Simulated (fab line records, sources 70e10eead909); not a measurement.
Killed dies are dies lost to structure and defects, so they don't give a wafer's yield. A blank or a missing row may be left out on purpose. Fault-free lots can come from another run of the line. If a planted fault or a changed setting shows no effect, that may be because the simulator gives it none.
A lot that was struck, set against a sound lot    flow nand_harc    41 out of 1302 route steps
Sound: the wafers L373.2, L373.3, L373.6. Struck: wafers L389.4, L389.5 (left out: L389.2, a lot-mate that was not struck); the cause follows at the end.
Each step with rows lists, per side, the tool, then ch with its chambers, then its first start. Under that, the readings that differ: sound wafers    struck wafers    difference of the means    sigmas: that difference in standard deviations of wafers without a fault.
alike: same words and numbers on both sides, and readings whose means sit less than 2 such deviations apart. not compared: any withheld reading, any reading some wafer has no value for, any bound like >300 that may hide the same value, and any number with overlapping values for which the record gives no deviation.
Wherever a step has rows on one side only, a row that says differs or no value, or a row with sigmas, the two part there. Numbers that have no deviation but don't overlap get no sigmas and don't part them. Lack of a reading on every wafer of one side parts them only where that side has two or more wafers.

NHARC_P_M2_OVL_MEAS_10: pitch 340 nm.
  struck on overlay-01, day 13 04:56; sound on overlay-02, day 6 09:31
  alike: overlay_x_nm, overlay_y_nm
NHARC_P_M2_INSPECT_11:
  struck on defect_inspect-02, day 13 04:59; sound on defect_inspect-02, day 6 09:33
  alike: raw_defect_count
then, 2 steps without rows for these wafers: NHARC_P_M2_DESCUM_14 (chemistry O2, time 3 s); NHARC_P_M2_ETCH_35 (etches the open film in N2/H2, target depth 40 nm, overetch 12 nm, time 43.94 s).
NHARC_P_M2_ETCH_15: etches the open film in C4F8/Ar, target depth 182.5 nm, time 91.2 s.
  sound on rie_diel-02 ch 0,1,3; struck on rie_diel-13 ch 1,2
  alike: bias_w, oes_product_au, rf_vpp_V
  not compared: rf_hours_counter_h
NHARC_P_M2_CD_MEAS_16:
  struck on cd_sem-02, day 13 05:20; sound on cd_sem-01, day 6 09:55
  alike: cd_nm
NHARC_P_M2_STRIP_18: strips in N2/H2.
  sound on rie_diel-10 ch 1,3, day 6 10:01; struck on rie_diel-02 ch 0,3, day 13 05:25
  alike: drypump_motor_current_A, oes_product_au, rf_vpp_V, showerhead_plenum_p_Torr, throttle_valve_pct
  not compared: rf_hours_counter_h
then, 2 steps without rows for these wafers: NHARC_P_M2_ETCH_28 (etches the open film in CF4/N2, target depth 30 nm, time 72.99 s); NHARC_P_M2_STRIP_19 (strips in post etch residue remover, time 600 s).
NHARC_P_M2_DEGAS_29: time 60 s.
  struck on pvd_sputter-01, day 13 06:03; sound on pvd_sputter-03, day 6 10:38
  alike: heater_power_w
then, 2 steps without rows for these wafers: NHARC_P_M2_PRE_CLEAN_30 (time 30 s); NHARC_P_M2_PVD_20 (deposits TaN, target thk 5 nm, time 8.06 s).
NHARC_P_M2_PVD_21: deposits Cu, target thk 30 nm, time 20.49 s.
  struck on pvd_sputter-01, day 13 06:17; sound on pvd_sputter-03, day 6 10:52
  alike: cathode_dc_power_W, throttle_valve_pct
then, 2 steps without rows for these wafers: NHARC_P_M2_ECD_22 (material Cu, target thk 400 nm); NHARC_P_M2_ANNEAL_31 (time 90 s).
NHARC_P_M2_CMP_23: polishes, t overpolish 20 s, target thk 144.3 nm.
  sound on cmp-03 ch 2,3, day 6 11:43; struck on cmp-03 ch 1,2, day 13 07:10
  alike: motor_current_A, time_to_endpoint_s
after that, 1 step had no rows for these wafers: NHARC_P_M2_SRD_25.
NHARC_P_M2_INSPECT_27:
  struck on defect_inspect-02, day 13 07:37; sound on defect_inspect-02, day 6 12:11
  alike: raw_defect_count
then, 1 step without rows for these wafers: NHARC_P_M2_PRE_CLEAN_32 (time 12 s).
NHARC_P_M2_DEP_33: deposits SiCN, target thk 30 nm.
  sound on pecvd-03 ch 0,1,2, day 6 12:22; struck on pecvd-03 ch 0,2, day 13 07:48
  alike: heater_power_w
then, 2 steps without rows for these wafers: NHARC_P_BONDPAD_DEP_00 (deposits SiCN, target thk 250 nm); NHARC_P_BONDPAD_CMP_32 (polishes SiCN, target thk 200 nm).
NHARC_P_BONDPAD_THK_MEAS_33: measures by ellipsometry.
  rows exist in the record for the sound wafers here (film_metro-01, day 6 13:23), none for the struck ones
then, 10 steps without rows for these wafers: NHARC_P_BONDPAD_SRD_34; NHARC_P_BONDPAD_DEHYDRATE_01 (time 120 s); NHARC_P_BONDPAD_HMDS_02 (time 30 s); NHARC_P_BONDPAD_COAT_36 (time 65 s); NHARC_P_BONDPAD_COAT_03 (resist thk 600 nm); NHARC_P_BONDPAD_SOFTBAKE_04 (time 70 s); NHARC_P_BONDPAD_EBR_05; NHARC_P_BONDPAD_EXPOSE_06 (exposes mask P BPAD); NHARC_P_BONDPAD_PEB_07 (peb time 80 s); NHARC_P_BONDPAD_DEVELOP_08 (time 50 s).
NHARC_P_BONDPAD_CD_MEAS_09 targets a cd of 500 nm.
  the record has rows for the sound wafers here (cd_sem-02 ch 0, day 6 13:49) and none for the struck ones
NHARC_P_BONDPAD_OVL_MEAS_38:
  rows exist in the record for the sound wafers here (overlay-01, day 6 13:55), none for the struck ones
then, 4 steps without rows for these wafers: NHARC_P_BONDPAD_HARDBAKE_10 (time 65 s); NHARC_P_BONDPAD_DESCUM_11 (chemistry O2, time 3 s); NHARC_P_BONDPAD_ETCH_37 (etches the open film in N2/H2, target depth 60 nm, overetch 18 nm, time 65.91 s); NHARC_P_BONDPAD_ETCH_12 (etches the open film in CHF3/O2, target depth 200 nm, time 100 s).
NHARC_P_BONDPAD_CD_MEAS_13:
  rows exist in the record for the sound wafers here (cd_sem-03, day 6 14:21), none for the struck ones
-- the record jumps here: 18 days lie between the struck wafers' starts before and after (it left off in module P_BONDPAD and takes up again in module END, whose first step shown is number 1302 of the route) --
NHARC_END_SORT_01:
  at this point the record logs the struck wafers (prober-02 ch 0, day 30 20:11) and has no rows for the sound ones

WHERE THEY PART
First at NHARC_P_BONDPAD_THK_MEAS_33; last, within this record, at NHARC_END_SORT_01.

WHY: what the simulator had put in
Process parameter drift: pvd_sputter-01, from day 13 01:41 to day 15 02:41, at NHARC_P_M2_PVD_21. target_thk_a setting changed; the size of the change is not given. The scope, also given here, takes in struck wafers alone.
